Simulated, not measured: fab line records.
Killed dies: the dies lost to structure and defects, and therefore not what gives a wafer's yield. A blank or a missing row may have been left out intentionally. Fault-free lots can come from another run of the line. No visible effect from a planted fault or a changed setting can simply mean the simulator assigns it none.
Matching of chambers + flow n5_finfet + ald_sin-04 running N5_FIN_SAQP_SPACER1_ALD_24: 4 sister chambers
The step deposits SiO2, target thk 20.3 nm, pulse time 1 s, purge time 2 s. 4 wafers are shown with their chamber, then 11 later ones without.

WAFERS WITH THEIR CHAMBER
| wafer  | chamber | heater_power_w (W) |
|--------|---------|--------------------|
| L086.1 | 3       | 504                |
| L086.4 | 2       | 461                |
| L090.6 | 0       | 491                |
| L093.2 | 1       | 470                |

WAFERS MISSING THEIR CHAMBER
| wafer  | heater_power_w (W) |
|--------|--------------------|
| L093.3 | 455                |
| L093.5 | 493                |
| L095.1 | 509                |
| L095.3 | 492                |
| L095.5 | 528                |
| L096.1 | 475                |
| L096.5 | 501                |
| L096.6 | 454                |
| L097.1 | 458                |
| L097.3 | 525                |
| L097.5 | 475                |

WHICH CHAMBER EACH WENT THROUGH
| wafer  | from the rows above          | in truth |
|--------|------------------------------|----------|
| L093.3 | can't be placed: 2 or 1      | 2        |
| L093.5 | can't be placed: 0 or 3      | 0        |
| L095.1 | can't be placed: 3 or 0      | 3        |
| L095.3 | can't be placed: 0 or 3      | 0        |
| L095.5 | can't be placed: 3 or 0      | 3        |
| L096.1 | can't be placed: 1 or 2 or 0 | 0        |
| L096.5 | can't be placed: 3 or 0      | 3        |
| L096.6 | can't be placed: 2 or 1      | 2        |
| L097.1 | can't be placed: 2 or 1      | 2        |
| L097.3 | can't be placed: 3 or 0      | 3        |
| L097.5 | can't be placed: 1 or 2 or 0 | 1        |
Correct placement for 0 of the 11. Can't be placed from these rows: 11 (the true chamber is among the candidates in 11). 0 placed wrongly.
How it was worked out, from the rows above alone: a wafer's distance from a chamber is the root of the sum, over the readings, of the square of ((its reading less the chamber's mean) divided by the reading's scatter). If the next closest chamber is less than 2 further off than the closest, the wafer can't be placed; otherwise it belongs to the closest. For every chamber, the mean is computed from those of its wafers that are shown. The scatter: root of mean squared gap, hidden wafer to nearest shown wafer, with one shown wafer a chamber.
